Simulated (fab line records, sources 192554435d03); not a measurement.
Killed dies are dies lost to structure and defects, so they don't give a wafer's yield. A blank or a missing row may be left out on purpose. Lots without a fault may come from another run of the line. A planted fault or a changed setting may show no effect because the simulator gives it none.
Chamber matching | flow n5_finfet | N5_FIN_CUT_ETCH_30 on rie_diel-03: 4 sister chambers
The step etches underlayer in N2/H2, target depth 13 nm, time 10.4 s. 8 wafers are shown with their chamber, then 10 later ones without.

WAFERS WITH THEIR CHAMBER
wafer  | chamber | drypump_motor_current_A (A) | showerhead_plenum_p_Torr (Torr)
L081.3 | 0       | 5.6                         | 2.53
L081.4 | 0       | 5.6                         | 2.53
L088.3 | 3       | 5.4                         | 2.60
L091.1 | 1       | 6.1                         | 2.44
L091.3 | 2       | 5.0                         | 2.65
L091.4 | 3       | 5.3                         | 2.60
L092.2 | 1       | 6.1                         | 2.44
L092.3 | 2       | 5.0                         | 2.66

WAFERS WITHOUT THEIR CHAMBER
wafer  | drypump_motor_current_A (A) | showerhead_plenum_p_Torr (Torr)
L092.4 | 5.6                         | 2.53
L093.3 | 5.0                         | 2.65
L093.5 | 5.0                         | 2.65
L093.6 | 5.3                         | 2.60
L096.1 | 5.4                         | 2.60
L096.3 | 5.5                         | 2.52
L096.6 | 6.1                         | 2.44
L097.1 | 5.0                         | 2.65
L097.2 | 5.4                         | 2.60
L097.6 | 5.6                         | 2.52

WHICH CHAMBER EACH WENT THROUGH
wafer  | from the rows above | in truth
L092.4 | 0                   | 0
L093.3 | 2                   | 2
L093.5 | 2                   | 2
L093.6 | 3                   | 3
L096.1 | 3                   | 3
L096.3 | 0                   | 0
L096.6 | 1                   | 1
L097.1 | 2                   | 2
L097.2 | 3                   | 3
L097.6 | 0                   | 0
Placed correctly: 10 of 10. Can't be placed from these rows: 0. Placed wrongly: 0.
How it was worked out, from the rows above alone: a wafer's distance from a chamber is the root of the sum, over the readings, of the square of ((its reading less the chamber's mean) divided by the reading's scatter). The wafer belongs to the nearest chamber; if the next one is less than 2 further off, it can't be placed. A chamber's mean is the mean of its shown wafers. The scatter: the root of (the sum of the squares of (reading less its chamber's mean) over the shown wafers, divided by (wafers less chambers)).
